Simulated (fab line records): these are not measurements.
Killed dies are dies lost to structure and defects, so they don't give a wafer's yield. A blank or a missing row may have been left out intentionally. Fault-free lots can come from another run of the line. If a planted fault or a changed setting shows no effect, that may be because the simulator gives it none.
Chamber matching    flow nand_harc    NHARC_A_CONTACT_ETCH_90 on rie_diel-01: 4 sister chambers
The step etches the open film in CH3F/O2, target depth 40 nm, time 85.7 s. 8 wafers are shown with their chamber, then 11 later ones without.

## WAFERS PAIRED WITH THEIR CHAMBERS
wafer   chamber  showerhead_plenum_p_Torr (Torr)  rf_vpp_V (V)
L084.5  2        2.40                             243.5
L086.2  0        2.61                             246.3
L086.5  2        2.40                             244.2
L087.3  3        2.58                             245.7
L087.5  0        2.60                             246.0
L085.4  3        2.58                             248.6
L085.5  1        2.46                             244.6
L089.1  1        2.45                             244.4

## WAFERS WHOSE CHAMBER IS MISSING
wafer   showerhead_plenum_p_Torr (Torr)  rf_vpp_V (V)
L089.4  2.58                             246.8
L089.5  2.58                             245.5
L092.1  2.60                             246.3
L092.2  2.58                             245.7
L092.5  2.45                             243.5
L094.1  2.44                             243.6
L094.2  2.59                             246.8
L094.5  2.59                             246.6
L095.2  2.44                             244.8
L095.4  2.39                             243.6
L095.5  2.39                             243.8

## CHAMBER TAKEN BY EACH
wafer   from the rows above      in truth
L089.4  3                        3
L089.5  3                        3
L092.1  0                        0
L092.2  3                        3
L092.5  1                        1
L094.1  1                        1
L094.2  can't be placed: 3 or 0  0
L094.5  can't be placed: 3 or 0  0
L095.2  1                        1
L095.4  2                        2
L095.5  2                        2
Placed correctly: 9 of 11. Unplaceable from these rows: 2, with the true chamber sitting among the candidates in 2. Number placed wrongly: 0.
How it was worked out, from the rows above alone: a wafer's distance from a chamber is the root of the sum, over the readings, of the square of ((its reading less the chamber's mean) divided by the reading's scatter). If the next closest chamber is less than 2 further off than the closest, the wafer can't be placed; otherwise it belongs to the closest. For every chamber, the mean is computed from those of its wafers that are shown. The scatter is the square root of a quotient: the sum, over the shown wafers, of each reading's squared deviation from its chamber's mean, divided by wafers minus chambers.
